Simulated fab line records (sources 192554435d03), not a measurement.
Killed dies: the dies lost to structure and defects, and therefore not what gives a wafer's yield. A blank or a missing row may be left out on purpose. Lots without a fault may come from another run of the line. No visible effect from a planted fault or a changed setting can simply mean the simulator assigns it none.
The tool behind it: which one? -- flow n5-finfet -- 10 lots, 29 wafers sampled, at 6 steps of a route of 1938

## WHAT THE GAUGES SHOWED, per wafer
N5_WELL_APT_INSPECT_27: inspects for defects (macro). Usual: raw-defect-count 2.1, standard deviation 1.5.
lot,measured,on,raw-defect-count,flag
L653,day 1 15:59,defect-inspect-01,4 3 1,
L654,day 1 21:08,defect-inspect-01,3 4 3,
L655,day 2 02:54,defect-inspect-01,2 2 3,
L657,day 2 15:18,defect-inspect-01,7 4 1,
L662,day 3 21:03,defect-inspect-02,2 3 2,
L664,day 4 09:01,defect-inspect-02,1 3 0,
L665,day 4 17:56,defect-inspect-01,3 0 4,
L671,day 6 02:58,defect-inspect-02,1 3 1,
L674,day 6 21:01,defect-inspect-02,1 2,
L675,day 7 03:07,defect-inspect-01,0 1 0,

N5_WELL_APT_INSPECT_38: inspects for defects (darkfield). Usual: raw-defect-count 13, standard deviation 4.8.
lot,measured,on,raw-defect-count,flag
L653,day 1 18:16,defect-inspect-02,9 10 9,
L654,day 1 23:05,defect-inspect-02,10 10 11,
L655,day 2 04:41,defect-inspect-02,12 16 7,
L657,day 2 16:58,defect-inspect-02,9 7 10,
L662,day 3 22:43,defect-inspect-02,14 17 20,
L664,day 4 11:51,defect-inspect-02,11 5 16,
L665,day 4 20:41,defect-inspect-02,16 15 11,
L671,day 6 04:40,defect-inspect-02,16 12 9,
L674,day 6 23:10,defect-inspect-02,17 18,
L675,day 7 04:49,defect-inspect-01,15 11 16,

N5_PMOS_HMC_CHANNEL_EPI_OVL_MEAS_10. Usual: PMOS_HMC_BLK_OVL typically reads -0.7 nm, with standard deviation 0.75.
lot,measured,on,PMOS_HMC_BLK_OVL (nm),flag
L653,day 1 18:44,overlay-02,-0.1 0.2 0.4,
L654,day 1 23:33,overlay-02,-0.2 -0.4 -0.2,
L655,day 2 05:10,overlay-01,-0.9 -1.0 -1.3,
L657,day 2 17:26,overlay-02,-0.3 -1.2 0.2,
L662,day 3 23:11,overlay-02,0.5 0.4 -0.2,
L664,day 4 12:12,overlay-02,57.5 57.2 56.1,OFF
L665,day 4 21:11,overlay-01,-0.3 -1.7 -0.7,
L671,day 6 05:08,overlay-02,58.5 59.6 58.5,OFF
L674,day 6 23:38,overlay-01,-1.7 -0.5,
L675,day 7 05:17,overlay-02,-0.7 -0.4 0.1,

N5_PMOS_HMC_CHANNEL_EPI_INSPECT_11: inspects for defects (macro). Usual: raw-defect-count 2.0, standard deviation 1.4.
lot,measured,on,raw-defect-count,flag
L653,day 1 18:46,defect-inspect-01,3 2 2,
L654,day 1 23:34,defect-inspect-01,0 0 3,
L655,day 2 05:11,defect-inspect-01,1 4 4,
L657,day 2 17:28,defect-inspect-01,1 1 2,
L662,day 3 23:13,defect-inspect-01,0 4 4,
L664,day 4 12:13,defect-inspect-01,1 2 2,
L665,day 4 21:12,defect-inspect-02,3 1 2,
L671,day 6 05:10,defect-inspect-01,2 4 0,
L674,day 6 23:40,defect-inspect-02,1 2,
L675,day 7 05:19,defect-inspect-02,1 0 1,

N5_BEOL_M4_RC_MEAS_101. Usual: DIBL_N 36.2 mV/V, standard deviation 1.5; DIBL_P 36.4 mV/V, standard deviation 2.1; IOFF_N 0.16 nA/um, standard deviation 0.031; IOFF_P 0.21 nA/um, standard deviation 0.037; ION_N 679 uA/um, standard deviation 11; ION_P 465 uA/um, standard deviation 7.7; SS_N 71.4 mV/dec, standard deviation 0.55; SS_P 73.2 mV/dec, standard deviation 0.63; VT_N 249 mV, standard deviation 3.3; VT_P -250 mV, standard deviation 3.4.
lot,measured,on,DIBL_N (mV/V),DIBL_P (mV/V),IOFF_N (nA/um),IOFF_P (nA/um),ION_N (uA/um),ION_P (uA/um),SS_N (mV/dec),SS_P (mV/dec),VT_N (mV),VT_P (mV),flag
L653,day 8 03:11,prober-02,36.6 37.2 39.9,38.2 38.7 40.6,0.15 0.17 0.22,0.21 0.21 0.24,675 677 694,463 462 465,72.2 71.7 72.0,74.0 73.7 74.3,249 247 244,-253 -252 -250,
L654,day 7 23:35,prober-02,35.3 39.2 34.3,34.8 39.8 33.7,0.16 0.24 0.13,0.19 0.28 0.18,679 696 673,465 470 456,71.8 72.5 71.5,73.6 74.4 72.1,246 243 251,-251 -245 -254,
L655,day 8 08:12,prober-01,34.9 33.9 35.2,32.6 32.0 33.4,0.12 0.12 0.12,0.14 0.14 0.16,657 679 667,449 461 458,71.3 71.2 72.2,72.2 71.5 72.7,255 252 252,-257 -254 -254,
L657,day 9 02:04,prober-01,36.2 36.6 36.1,35.0 36.3 35.0,0.17 0.18 0.16,0.23 0.25 0.24,682 670 667,467 465 464,72.2 71.1 71.3,73.1 73.9 74.1,249 248 251,-249 -244 -244,
L662,day 11 00:33,prober-01,37.2 35.9 39.3,35.5 34.6 39.4,0.14 0.13 0.20,0.16 0.15 0.22,685 672 696,457 448 471,71.5 70.8 72.7,72.6 72.3 73.3,251 253 247,-257 -257 -256,
L664,day 10 20:01,prober-02,32.9 34.6 35.7,34.8 36.6 38.1,0.12 0.14 0.16,0.17 0.19 0.21,679 674 683,470 462 466,70.5 70.4 71.0,72.2 72.8 73.8,253 253 252,-253 -251 -252,
L665,day 11 07:14,prober-02,38.8 34.0 37.5,39.5 34.5 38.3,0.22 0.14 0.20,0.29 0.21 0.27,700 680 692,477 470 481,72.2 70.5 72.0,73.8 72.9 73.9,244 250 248,-246 -247 -247,
L671,day 12 18:06,prober-01,38.9 36.7 36.8,39.7 36.8 36.7,0.17 0.14 0.15,0.22 0.18 0.19,672 672 663,453 453 451,71.4 71.7 70.7,73.8 72.7 72.7,251 252 248,-253 -253 -253,
L674,day 13 20:05,prober-01,33.8 36.4,33.1 36.4,0.12 0.17,0.17 0.22,663 692,462 474,70.7 71.4,72.3 73.4,251 245,-253 -247,
L675,day 14 03:27,prober-01,38.0 35.9 34.6,39.9 36.3 34.2,0.19 0.15 0.13,0.26 0.20 0.17,672 660 675,464 453 457,71.5 71.2 71.2,73.8 73.0 72.9,249 252 250,-245 -250 -249,

## WHICH TOOL RAN EACH LOT (tool, then ch and the chambers of the sampled wafers, then the start)
lot,N5_PMOS_HMC_CHANNEL_EPI_EXPOSE_06
L653,"arfi-scanner-02 ch 0, day 1 18:35"
L654,"arfi-scanner-03 ch 0, day 1 23:23"
L655,"arfi-scanner-02 ch 0, day 2 05:00"
L657,"arfi-scanner-03 ch 0, day 2 17:17"
L662,"arfi-scanner-03 ch 0, day 3 23:02"
L664,"arfi-scanner-03 ch 0, day 4 12:02"
L665,"arfi-scanner-01 ch 0, day 4 21:02"
L671,"arfi-scanner-03 ch 0, day 6 04:59"
L674,"arfi-scanner-01 ch 0, day 6 23:29"
L675,"arfi-scanner-02 ch 0, day 7 05:08"
- N5_PMOS_HMC_CHANNEL_EPI_EXPOSE_06: exposes mask PMOS HMC BLK, target cd 240 nm.

## WHAT THE TOOLS THEMSELVES READ (means of the sampled wafers that have a number; where no wafer has one, the mark that the record gives instead)
The record holds no such reading with a usual standard deviation.

## THE ANSWER, worked out from the rows above alone
Rule: a lot counts as off when the mean over its wafers that have a number is more than 3 standard deviations away from the usual mean. A lot without any number at a reading at which 4 lots or more have one is off too. Where the step has rows for the other lots, those lots are counted as sound. Order of review: gauges by route order, followed by the tools' own readings, for which a lot's mean as printed above is used. The first step at which some lot is off is used, and at that step the reading that is off furthest; a lot without a number counts as furthest.
Off: L664, L671, seen at N5_PMOS_HMC_CHANNEL_EPI_OVL_MEAS_10 (PMOS_HMC_BLK_OVL).
A tool fits if, at a process step before that reading, it ran every lot that is off, and no sound lot after the first of them. Gauges at N5_PMOS_HMC_CHANNEL_EPI_OVL_MEAS_10: tried the same way as those tools. One fits: N5_PMOS_HMC_CHANNEL_EPI_EXPOSE_06 on arfi-scanner-03. A fault onset in the window from L662 (day 3 23:02, its last sound lot) to L664 (day 4 12:02, its first lot off) fits.

## WHAT THE SIMULATOR HAD PUT IN
Scanner matching overlay: arfi-scanner-03, from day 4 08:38 on, at N5_PMOS_HMC_CHANNEL_EPI_EXPOSE_06. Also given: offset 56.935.
Struck lots among those shown: L664, L671. Same finding as the rule above.
